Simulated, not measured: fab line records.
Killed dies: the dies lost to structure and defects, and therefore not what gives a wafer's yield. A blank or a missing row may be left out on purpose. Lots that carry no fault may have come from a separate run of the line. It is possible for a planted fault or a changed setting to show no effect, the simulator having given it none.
fab line records	flow nand-harc
[record] lots = 6	wafers = 18	last-day = 33
route steps=1302 shown A_SGD_CUT@918 A_SLIT@922
lots that met no fault: taken from a fault-free run of the same line
start-h: hours from the record's first day to the start of the lot's first wafer shown	wait-h: time in hours since the lot's previous step	" repeats the value in the row above	L1.1+2: a row that stands for several wafers	- value missing, or start not given	* or withheld: withheld	< > ~ a bound
route shown NAME@n: names a module that has steps shown in the file, with the first one's number in the route	usual: the fault-free wafers' mean and standard deviation	same: alike in all rows	chamber/n: place in a boat	sites: readings site by site	_std_site: the values' standard deviation	_edge_site: inner sites' mean taken away from outer sites' mean	radius-mm: for every site, how far away it sits from the centre of the wafer	mask NAME#n: copy n	behind: tool/chamber where the wafer was last shaped	hold: cause of the lot's hold/its duration in hours/its outcome	device: which transistor (n, p or np) failed to switch	end of line: the same wafers' tests at the end of the route	a step given without rows: its recipe and nothing more	killed: at the first sort, the dies lost to defects and structure; wafer yield is something else	map: per-die view of a wafer (x killed, . not killed, _ where there is no die)
set.NAME: the setting the step ran with; set.NAME@STEP: the setting that earlier step ran with	model.NAME: the simulator's own value behind a step, which no gauge read
certain route steps with their lots: each step a table, each wafer a row
services: the hour from which a tool's chamber was out of use, counted from the record's first day as start-h (under 0 if before that day), plus the number of hours and why
[[steps]]
[step NHARC_A_SGD_CUT_ETCH_26]
[recipe] target-depth-a = 458	chemistry = dHF	material = SiO2
[step NHARC_A_SGD_CUT_ETCHBACK_24]
[recipe] target-depth-a = 500	over-etch-frac = 0.3	time-s = 92.857	ion-energy-ev = 120	ch3f-flow-sccm = 50	o2-flow-sccm = 30	ar-flow-sccm = 200	rf-w = 500	bias-w = 100	chemistry = CH3F/O2
[usual] drypump-motor-current-A = 5.6/0.32	oes-product-au = 0.97/0.035	rf-vpp-V = 245.0/1.9	showerhead-plenum-p-Torr = 2.50/0.13	throttle-valve-pct = 20.662/0.0094
lot.wafer	tool	chamber	start-h	wait-h	drypump-motor-current-A	oes-product-au	rf-hours-counter-h	rf-vpp-V	showerhead-plenum-p-Torr	throttle-valve-pct
L306.3	rie-diel-06	1	440.95	0.1	5.3	0.94	8	241.5	2.33	20.673
L306.1	"	3	"	"	5.8	0.95	7	242.4	2.33	20.659
L306.6	"	2	"	"	5.6	0.94	-	247.2	2.64	20.657
L309.3	rie-diel-13	1	477.08	0.1	6.0	0.94	5	247.1	2.64	20.659
L309.4	"	2	"	"	4.9	0.93	5	244.2	2.43	20.654
L309.6	"	1	"	"	6.0	0.93	-	245.7	2.64	20.670
L323.4	rie-diel-06	2	612.45	0.1	5.7	1.01	6	246.2	2.63	20.657
L323.3	"	3	"	"	5.8	1.01	7	241.8	2.32	20.655
L323.1	"	0	"	"	5.5	1.00	7	246.2	2.62	20.674
L324.1	rie-diel-06	0	638.45	0.2	5.5	0.92	8	246.4	2.62	20.664
L324.3	"	1	"	"	5.3	0.92	8	244.0	2.32	20.644
L324.6	"	3	"	"	5.8	0.93	-	242.6	2.32	20.658
L328.3	rie-diel-10	0	656.87	0.2	5.6	0.97	5	245.8	2.56	20.663
L328.6	"	3	"	"	5.3	0.99	-	243.1	2.36	20.678
L328.5	"	0	"	"	5.7	0.98	-	246.7	2.56	20.653
L326.2	rie-diel-10	1	662.47	0.1	5.7	1.01	5	243.8	2.43	20.669
L326.4	"	0	"	"	5.7	1.01	6	246.0	2.56	20.676
L326.6	"	1	"	"	5.7	0.99	-	243.7	2.43	20.658
[step NHARC_A_SGD_CUT_STRIP_28]
[recipe] time-s = 20	o2-flow-sccm = 500	ar-flow-sccm = 0	bias-w = 0	chemistry = O2
[step NHARC_A_SGD_CUT_INSPECT_25]
[usual] raw-defect-count = 400/110
lot.wafer	tool	chamber	start-h	wait-h	raw-defect-count
L306.1	defect-inspect-02	-	441.19	-	248
L306.3	"	-	"	"	316
L306.6	"	-	"	"	267
L309.3	defect-inspect-01	-	477.33	-	309
L309.4	"	-	"	"	313
L309.6	"	-	"	"	413
L323.1	defect-inspect-01	-	612.69	-	595
L323.3	"	-	"	"	607
L323.4	"	-	"	"	512
L324.1	defect-inspect-02	-	638.66	-	298
L324.3	"	-	"	"	491
L324.6	"	-	"	"	329
L328.3	defect-inspect-02	-	657.10	-	490
L328.5	"	-	"	"	612
L328.6	"	-	"	"	355
L326.2	defect-inspect-01	-	662.71	-	489
L326.4	"	-	"	"	322
L326.6	"	-	"	"	651
[step NHARC_A_SLIT_DEP_25]
[recipe] target-thk-a = 2000	temp-c = 400	pressure-torr = 6.5	rf-w = 900	teos-flow-sccm = 161.4	flow-sccm = 2650	target-thk-nm = 200	gas = O2	material = SiO2
[usual] chamber-pressure-Torr = 6.501/0.014	heater-power-w = 526/94	throttle-valve-pct = 15.9/0.59
lot.wafer	tool	chamber	start-h	wait-h	chamber-pressure-Torr	heater-power-w	throttle-valve-pct
L306.3	pecvd-03	0	441.30	0.1	6.500	478	15.6
L306.1	"	1	"	"	6.497	527	15.1
L306.6	"	0	"	"	6.501	490	15.3
L309.3	pecvd-04	1	477.43	0.1	6.490	699	15.4
L309.6	"	1	"	"	6.492	546	15.0
L309.4	"	2	"	"	6.516	600	16.6
L323.1	pecvd-03	0	612.76	0.1	6.472	420	14.9
L323.3	"	1	"	"	6.516	554	15.5
L323.4	"	2	"	"	6.496	392	16.0
L324.3	pecvd-01	0	638.85	0.2	6.506	484	15.9
L324.1	"	1	"	"	6.519	724	16.9
L324.6	"	2	"	"	6.508	547	16.6
L328.3	pecvd-03	1	657.20	0.1	6.496	566	15.4
L328.6	"	1	"	"	6.519	595	15.6
L328.5	"	2	"	"	6.514	302	16.2
L326.2	pecvd-01	2	662.81	0.1	6.495	573	16.7
L326.6	"	1	"	"	6.515	708	16.8
L326.4	"	0	"	"	6.510	519	15.7
[step NHARC_A_SLIT_DEP_00]
[recipe] target-thk-a = 62000	temp-c = 400	material = aC
[usual] throttle-valve-pct = 35.001/0.0089
lot.wafer	tool	chamber	start-h	wait-h	throttle-valve-pct
L306.1	acl-dep-01	0	441.60	-	34.992
L306.3	"	0	442.86	-	35.006
L306.6	"	0	444.76	-	35.005
L309.3	acl-dep-03	0	478.98	-	34.999
L309.4	"	0	"	"	35.010
L309.6	"	0	480.85	-	35.009
L323.1	acl-dep-01	0	613.10	-	35.002
L323.3	"	0	614.35	-	34.999
L323.4	"	0	"	"	35.000
L324.1	acl-dep-02	0	639.95	-	35.017
L324.3	"	0	641.20	-	35.011
L324.6	"	0	643.07	-	35.009
L328.3	acl-dep-02	0	658.76	-	35.003
L328.5	"	0	660.03	-	35.009
L328.6	"	0	"	"	34.994
L326.2	acl-dep-02	0	666.33	-	34.999
L326.4	"	0	667.57	-	35.004
L326.6	"	0	668.80	-	34.989
[step NHARC_A_SLIT_DEP_23]
[recipe] target-thk-a = 1000	target-thk-nm = 100	temp-c = 400	pressure-torr = 3.5	flow-sccm = 200	rf-w = 350	material = SiON
[usual] chamber-pressure-Torr = 3.501/0.0076	heater-power-w = 742/100
lot.wafer	tool	chamber	start-h	wait-h	chamber-pressure-Torr	heater-power-w
L306.1	pecvd-01	2	445.45	3.2	3.518	724
L306.3	"	0	"	"	3.494	720
L306.6	"	0	"	"	3.508	744
L309.3	pecvd-04	1	481.53	1.9	3.501	801
L309.6	"	1	"	"	3.502	779
L309.4	"	2	"	"	3.508	816
L323.3	pecvd-01	2	616.89	1.9	3.515	698
L323.1	"	0	"	"	3.503	703
L323.4	"	0	"	"	3.497	708
L324.1	pecvd-01	0	643.75	3.2	3.504	725
L324.3	"	1	"	"	3.490	854
L324.6	"	2	"	"	3.500	752
L328.3	pecvd-03	2	661.32	1.9	3.507	525
L328.5	"	2	"	"	3.498	530
L328.6	"	1	"	"	3.511	777
L326.2	pecvd-03	2	669.50	2.5	3.499	536
L326.4	"	1	"	"	3.509	730
L326.6	"	2	"	"	3.497	548
[step NHARC_A_SLIT_DEHYDRATE_01]
[recipe] temp-c = 150	time-s = 120
[step NHARC_A_SLIT_HMDS_02]
[recipe] time-s = 30
[step NHARC_A_SLIT_COAT_03]
[recipe] spin-rpm = 1500	resist-thk-nm = 90
[step NHARC_A_SLIT_SOFTBAKE_04]
[recipe] temp-c = 105	time-s = 55
[step NHARC_A_SLIT_EBR_05]
[step NHARC_A_SLIT_EXPOSE_06]
[recipe] na = 1.35	dose-mj = 60.82	mask-id = SLIT
[usual] exposure-dose-mJ-cm2 = 60.82/0.058	reticle-temp-C = 23.03/0.11
lot.wafer	tool	chamber	start-h	wait-h	mask	exposure-dose-mJ-cm2	reticle-temp-C
L306.1	arfi-scanner-01	0	445.91	-	SLIT#0	60.81	22.97
L306.3	"	0	"	"	SLIT#0	60.74	23.06
L306.6	"	0	"	"	SLIT#0	60.79	23.03
L309.3	arfi-scanner-02	0	481.92	-	SLIT#0	60.78	22.85
L309.4	"	0	"	"	SLIT#0	60.87	22.87
L309.6	"	0	"	"	SLIT#0	60.81	22.82
L323.1	arfi-scanner-02	0	617.43	-	SLIT#0	75.84	23.13
L323.3	"	0	"	"	SLIT#0	75.87	23.06
L323.4	"	0	"	"	SLIT#0	75.83	23.21
L324.1	arfi-scanner-03	0	644.14	-	SLIT#0	60.75	22.87
L324.3	"	0	"	"	SLIT#0	60.80	23.01
L324.6	"	0	"	"	SLIT#0	60.81	23.10
L328.3	arfi-scanner-01	0	661.74	-	SLIT#0	60.72	22.97
L328.5	"	0	"	"	SLIT#0	60.75	22.90
L328.6	"	0	"	"	SLIT#0	60.78	22.95
L326.2	arfi-scanner-02	0	669.98	-	SLIT#0	72.86	23.07
L326.4	"	0	"	"	SLIT#0	72.84	23.06
L326.6	"	0	"	"	SLIT#0	72.76	23.02
[step NHARC_A_SLIT_PEB_07]
[recipe] peb-temp-c = 100	peb-time-s = 65
[step NHARC_A_SLIT_DEVELOP_08]
[recipe] develop-time-s = 35	dev-temp-c = 23
[step NHARC_A_SLIT_CD_MEAS_09]
[recipe] target-cd-nm = 300	landing-energy-ev = 500
[usual] cd-nm = 300.1/0.46
lot.wafer	tool	chamber	start-h	wait-h	cd-nm
L306.1	cd-sem-02	0	446.05	-	300.1
L306.3	"	0	"	"	300.0
L306.6	"	0	"	"	300.2
L309.3	cd-sem-01	0	482.06	-	299.9
L309.4	"	0	"	"	299.6
L309.6	"	0	"	"	299.7
L323.1	cd-sem-03	0	617.57	-	311.8
L323.3	"	0	"	"	312.2
L323.4	"	0	"	"	312.0
L324.1	cd-sem-01	0	644.27	-	299.2
L324.3	"	0	"	"	299.3
L324.6	"	0	"	"	298.6
L328.3	cd-sem-02	0	661.88	-	299.9
L328.5	"	0	"	"	300.1
L328.6	"	0	"	"	299.5
L326.2	cd-sem-02	0	670.12	-	309.8
L326.4	"	0	"	"	310.3
L326.6	"	0	"	"	309.4
[step NHARC_A_SLIT_OVL_MEAS_10]
[usual] overlay-x-nm = 0.3/0.89	overlay-y-nm = 0.1/0.82
lot.wafer	tool	chamber	start-h	wait-h	overlay-x-nm	overlay-y-nm
L306.1	overlay-01	-	446.13	-	1.2	0.1
L306.3	"	-	"	"	1.1	-0.1
L306.6	"	-	"	"	0.7	-0.4
L309.3	overlay-01	-	482.14	-	1.5	0.1
L309.4	"	-	"	"	1.6	0.6
L309.6	"	-	"	"	1.2	0.3
L323.1	overlay-01	-	617.66	-	0.6	0.5
L323.3	"	-	"	"	-0.5	0.4
L323.4	"	-	"	"	-0.3	0.4
L324.1	overlay-02	-	644.36	-	-1.3	0.7
L324.3	"	-	"	"	-0.8	0.0
L324.6	"	-	"	"	-1.4	-0.1
L328.3	overlay-01	-	661.96	-	1.9	-0.6
L328.5	"	-	"	"	1.8	-0.8
L328.6	"	-	"	"	1.6	-0.6
L326.2	overlay-01	-	670.21	-	-0.1	-1.0
L326.4	"	-	"	"	-0.4	-1.1
L326.6	"	-	"	"	-0.4	-0.2
[step NHARC_A_SLIT_INSPECT_11]
[usual] raw-defect-count = 59/30
lot.wafer	tool	chamber	start-h	wait-h	raw-defect-count
L306.1	defect-inspect-01	-	446.17	0.0	15
L306.3	"	-	"	"	24
L306.6	"	-	"	"	12
L309.3	defect-inspect-01	-	482.18	0.0	74
L309.4	"	-	"	"	66
L309.6	"	-	"	"	58
L323.1	defect-inspect-02	-	617.69	0.0	104
L323.3	"	-	"	"	109
L323.4	"	-	"	"	97
L324.1	defect-inspect-02	-	644.40	0.0	57
L324.3	"	-	"	"	65
L324.6	"	-	"	"	58
L328.3	defect-inspect-02	-	662.00	0.0	25
L328.5	"	-	"	"	18
L328.6	"	-	"	"	33
L326.2	defect-inspect-01	-	670.24	0.0	29
L326.4	"	-	"	"	27
L326.6	"	-	"	"	42
[step NHARC_A_SLIT_DESCUM_14]
[recipe] time-s = 3	o2-flow-sccm = 200	ar-flow-sccm = 0	bias-power-w = 0	chemistry = O2
[step NHARC_A_SLIT_ETCH_24]
[recipe] target-depth-a = 1210	time-s = 60.5	cf4-flow-sccm = 100	chf3-flow-sccm = 30	ar-flow-sccm = 0	rf-w = 500	bias-w = 200	chemistry = CF4/CHF3
[usual] drypump-motor-current-A = 5.7/0.5	oes-product-au = 0.960/0.017	rf-vpp-V = 371.1/2.3	showerhead-plenum-p-Torr = 1.59/0.063	throttle-valve-pct = 16.802/0.0081
lot.wafer	tool	chamber	start-h	wait-h	drypump-motor-current-A	oes-product-au	rf-hours-counter-h	rf-vpp-V	showerhead-plenum-p-Torr	throttle-valve-pct	model.A_SLIT.cd-offset-nm
L306.1	rie-diel-01	2	446.32	0.1	5.3	0.972	3.3	369.1	1.56	16.802	0.9506
L306.3	"	0	"	"	5.0	0.948	2.8	375.0	1.66	16.799	0.04257
L306.6	"	1	"	"	5.4	0.976	-	374.0	1.68	16.792	0.2881
L309.4	rie-diel-12	0	482.32	0.1	5.0	0.938	1.0	367.3	1.47	16.797	-1.353
L309.3	"	3	"	"	6.2	0.924	1.5	370.6	1.56	16.796	-0.3942
L309.6	"	1	"	"	5.4	0.937	-	370.7	1.57	16.802	-1.407
L323.3	rie-diel-09	0	617.84	0.1	5.7	0.973	5.1	373.7	1.68	16.780	12.02
L323.1	"	1	"	"	6.7	0.972	5.4	369.9	1.51	16.813	11.95
L323.4	"	3	"	"	6.2	0.979	4.3	375.1	1.66	16.793	11.3
L324.3	rie-diel-01	1	644.55	0.1	5.4	0.961	5.0	373.5	1.68	16.813	-0.2147
L324.1	"	2	"	"	5.3	0.952	3.6	369.9	1.56	16.795	-1.339
L324.6	"	1	"	"	5.4	0.951	-	374.9	1.68	16.800	-1.408
L328.3	rie-diel-12	1	662.16	0.1	5.4	0.949	0.6	371.0	1.57	16.799	-1.182
L328.5	"	2	"	"	5.8	0.954	-	371.0	1.60	16.781	-0.9286
L328.6	"	3	"	"	6.2	0.954	-	370.5	1.56	16.803	-0.9068
L326.2	rie-diel-01	0	670.40	0.1	5.0	0.965	6.5	371.2	1.65	16.811	10.05
L326.4	"	1	"	"	5.4	0.965	6.9	373.4	1.68	16.811	11.25
L326.6	"	2	"	"	5.3	0.947	-	370.2	1.56	16.788	9.825
[step NHARC_A_SLIT_ETCH_15]
[recipe] target-depth-a = 62000	over-etch-frac = 0.3	time-s = 1612	ion-energy-ev = 150	o2-flow-sccm = 400	cos-flow-sccm = 20	ar-flow-sccm = 0	rf-w = 500	bias-w = 300	chemistry = O2/COS
[usual] drypump-motor-current-A = 5.7/0.52	oes-product-au = 1.002/0.0066	rf-vpp-V = 314.5/2	showerhead-plenum-p-Torr = 3.15/0.12	throttle-valve-pct = 28.331/0.0091
lot.wafer	tool	chamber	start-h	wait-h	drypump-motor-current-A	oes-product-au	rf-hours-counter-h	rf-vpp-V	showerhead-plenum-p-Torr	throttle-valve-pct	model.A_SLIT.cd-offset-nm
L306.1	rie-diel-01	0	-	-	5.0	0.995	3.0	316.7	3.29	28.332	0.9037
L306.3	"	2	"	"	5.3	1.009	3.6	313.8	3.09	28.318	0.3454
L306.6	"	3	"	"	6.5	1.001	-	315.1	3.11	28.320	0.000962
L309.4	rie-diel-12	1	-	-	5.4	1.002	1.6	314.1	3.11	28.334	-1.165
L309.3	"	2	"	"	5.8	1.005	2.1	315.3	3.17	28.312	0.02989
L309.6	"	1	"	"	5.4	1.006	-	314.6	3.11	28.338	-1.384
L323.4	rie-diel-09	3	-	-	6.2	1.003	4.6	316.8	3.29	28.326	11.16
L323.1	"	1	"	"	6.7	1.001	5.6	312.6	3.00	28.339	11.59
L323.3	"	2	"	"	6.2	1.012	4.8	313.8	3.13	28.330	12.25
L324.1	rie-diel-01	2	-	-	5.3	0.996	3.8	315.6	3.09	28.338	-0.8997
L324.3	"	0	"	"	5.0	1.000	4.8	316.9	3.28	28.341	0.1207
L324.6	"	2	"	"	5.3	1.006	-	313.3	3.09	28.340	-1.265
L328.3	rie-diel-12	0	-	-	5.1	1.005	0.9	310.9	2.91	28.338	-0.6116
L328.5	"	0	"	"	5.1	1.000	-	310.6	2.91	28.322	-0.6497
L328.6	"	1	"	"	5.5	1.003	-	313.8	3.11	28.331	-0.8888
L326.2	rie-diel-01	2	-	-	5.3	1.010	5.6	313.6	3.09	28.349	10.18
L326.4	"	3	"	"	6.5	1.009	6.7	313.6	3.11	28.328	11.17
L326.6	"	1	"	"	5.4	1.003	-	317.9	3.32	28.324	9.785
[step NHARC_A_SLIT_ETCH_17]
[recipe] bias-v = 900	source-w = withheld	pressure-mtorr = 20	ar-flow-sccm = 375	c4f8-flow-sccm = 83.3	o2-flow-sccm = 41.7	time-s = 4254.5	target-depth-a = 2.03e+05	chemistry = C4F8/O2/Ar
[usual] drypump-motor-current-A = 5.6/0.42	showerhead-plenum-p-Torr = 3.64/0.21	throttle-valve-pct = 32.045/0.0089
lot.wafer	tool	chamber	start-h	wait-h	drypump-motor-current-A	rf-hours-counter-h	showerhead-plenum-p-Torr	throttle-valve-pct
L306.1	har-etch-02	1	448.08	-	5.2	27	3.92	32.034
L306.3	"	0	"	"	5.7	-	3.92	32.043
L306.6	"	1	450.49	-	5.2	-	3.92	32.029
L309.3	har-etch-01	1	484.72	-	5.1	-	3.49	32.037
L309.4	"	0	"	"	6.1	-	3.49	32.042
L309.6	"	0	486.54	-	6.1	-	3.49	32.035
L323.1	har-etch-02	1	619.01	-	5.2	123	3.87	32.046
L323.4	"	1	620.24	-	5.2	-	3.87	32.036
L323.3	"	0	"	"	5.7	-	3.87	32.020
L324.1	har-etch-01	0	646.32	-	6.1	355	3.45	32.045
L324.3	"	1	"	"	5.1	-	3.45	32.039
L324.6	"	0	648.75	-	6.1	-	3.45	32.046
L328.3	har-etch-01	0	667.62	-	6.1	-	3.44	32.045
L328.6	"	1	"	"	5.1	-	3.44	32.048
L328.5	"	0	"	"	6.1	-	3.44	32.047
L326.2	har-etch-01	1	673.97	-	5.2	377	3.43	32.030
L326.4	"	0	"	"	6.2	-	3.44	32.058
L326.6	"	1	676.42	-	5.1	-	3.43	32.045
[[services]]
tool	chamber	start-h	hours	kind
acl-dep-02	-	429.09	13.0	pm
pecvd-01	1	432.92	22.8	repair
pecvd-03	-	441.80	0.8	repair
rie-diel-12	-	445.40	9.0	pm
rie-diel-01	1	463.63	7.7	repair
rie-diel-01	2	469.07	6.4	repair
pecvd-01	1	484.64	6.0	repair
pecvd-01	-	492.21	13.0	pm
rie-diel-01	0	513.02	4.2	repair
pecvd-03	1	517.36	20.8	repair
rie-diel-01	2	523.54	8.7	repair
pecvd-03	-	547.00	13.0	pm
rie-diel-01	-	557.85	9.0	pm
rie-diel-12	2	569.46	4.2	repair
rie-diel-12	1	575.48	4.4	repair
rie-diel-01	2	579.14	7.3	repair
rie-diel-01	3	583.66	1.8	repair
rie-diel-01	2	586.86	3.6	repair
rie-diel-01	-	589.96	0.2	repair
rie-diel-12	3	602.00	17.9	repair
rie-diel-12	-	622.40	9.0	pm
rie-diel-01	0	631.76	10.5	repair
pecvd-01	-	636.35	0.5	repair
pecvd-01	-	673.21	13.0	pm
[[key]]
[first-sign] step = NHARC_A_SLIT_EXPOSE_06	reading = exposure-dose-mJ-cm2	direction = up	sigmas = 99+	usual = 60.82	struck = 74.33
[effect] step = NHARC_A_SLIT_CD_MEAS_09	reading = cd-nm	direction = up	sigmas = 24	usual = 300.1	struck = 310.9	through = control-loop
[model-effect] step = NHARC_A_SLIT_ETCH_24	value = A_SLIT.cd-offset-nm	without = 0.2697	struck = 11.06
[model-effect] step = NHARC_A_SLIT_ETCH_15	value = A_SLIT.cd-offset-nm	without = 0.2268	struck = 11.02
met-at NHARC_A_SLIT_EXPOSE_06
struck-wafers L323.1,L323.3,L323.4,L326.2,L326.4,L326.6
tester-left-out L323,L326
[loop-trim] step = NHARC_A_SLIT_EXPOSE_06	setting = dose	lots = L326
onset-between 481.92 617.43
[fault] kind = process-parameter-drift	tool = arfi-scanner-02	chamber = -	onset-h = 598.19	steps = NHARC_A_SLIT_EXPOSE_06	channel = dose-mj	offset = 14.992	shape = step	acts-in = these-recipes-only	stated = 60.82
// tester-left-out: of these lots the tester's yield and bins aren't shown, on N5 and GAA mostly nor the transistor test; their killed dies are dies lost to structure and defects alone, not to doping, threshold or leakage, so they don't give the yield
// loop-trim: a control loop set the setting to another value than it would have without faults
